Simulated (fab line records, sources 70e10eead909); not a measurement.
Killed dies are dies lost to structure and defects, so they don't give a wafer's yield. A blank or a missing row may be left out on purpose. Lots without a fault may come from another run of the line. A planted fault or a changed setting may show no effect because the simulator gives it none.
Chamber matching | flow nand_harc | NHARC_A_CONTACT_ETCH_110 on rie_diel-05: 4 sister chambers
The step etches the open film in CF4/O2, target depth 60 nm, overetch 6 nm, time 33 s. 14 wafers are shown with their chamber, then 7 later ones without.

WAFERS WITH THEIR CHAMBER
wafer  | chamber | drypump_motor_current_A (A) | rf_vpp_V (V) | throttle_valve_pct (%)
L085.1 | 1       | 5.5                         | 196.5        | 13.399
L085.5 | 1       | 5.5                         | 196.1        | 13.393
L085.6 | 0       | 6.4                         | 200.5        | 13.407
L083.2 | 0       | 6.4                         | 198.6        | 13.402
L083.4 | 1       | 5.5                         | 196.7        | 13.410
L083.6 | 2       | 6.2                         | 195.2        | 13.425
L086.1 | 1       | 5.5                         | 197.9        | 13.400
L086.4 | 3       | 6.1                         | 198.0        | 13.393
L086.5 | 2       | 6.1                         | 196.4        | 13.404
L089.1 | 3       | 6.1                         | 196.3        | 13.389
L089.4 | 1       | 5.5                         | 197.6        | 13.396
L089.6 | 2       | 6.2                         | 196.5        | 13.405
L088.1 | 0       | 6.4                         | 198.8        | 13.384
L088.2 | 2       | 6.2                         | 197.4        | 13.403

SIGNATURES (means of the wafers above)
reading                 | chamber 0 | chamber 1 | chamber 2 | chamber 3 | scatter within a chamber
drypump_motor_current_A | 6.400     | 5.500     | 6.175     | 6.100     | 0.0274
rf_vpp_V                | 199.300   | 196.960   | 196.375   | 197.150   | 0.916
throttle_valve_pct      | 13.39767  | 13.39960  | 13.40925  | 13.39100  | 0.00894
Rule: a wafer's distance from a chamber is the root of the sum, over the readings, of the square of ((its reading less the chamber's mean) divided by the reading's scatter). The wafer belongs to the nearest chamber; if the next one is less than 2 further off, it can't be placed. The scatter: the root of (the sum of the squares of (reading less its chamber's mean) over the shown wafers, divided by (wafers less chambers)).

WAFERS WITHOUT THEIR CHAMBER
wafer  | drypump_motor_current_A (A) | rf_vpp_V (V) | throttle_valve_pct (%)
L088.4 | 5.5                         | 198.5        | 13.390
L087.1 | 6.1                         | 197.6        | 13.396
L087.4 | 5.5                         | 196.4        | 13.396
L087.6 | 6.1                         | 198.4        | 13.392
L096.2 | 6.1                         | 197.3        | 13.408
L096.4 | 6.4                         | 199.4        | 13.385
L096.6 | 6.2                         | 196.4        | 13.395

WHICH CHAMBER EACH WENT THROUGH
wafer  | from the rows above     | in truth
L088.4 | 1                       | 1
L087.1 | 3                       | 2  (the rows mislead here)
L087.4 | 1                       | 1
L087.6 | 3                       | 3
L096.2 | can't be placed: 3 or 2 | 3
L096.4 | 0                       | 0
L096.6 | can't be placed: 2 or 3 | 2
Placed correctly: 4 of 7. Can't be placed from these rows: 2 (the true chamber is among the candidates in 2). Placed wrongly: 1.
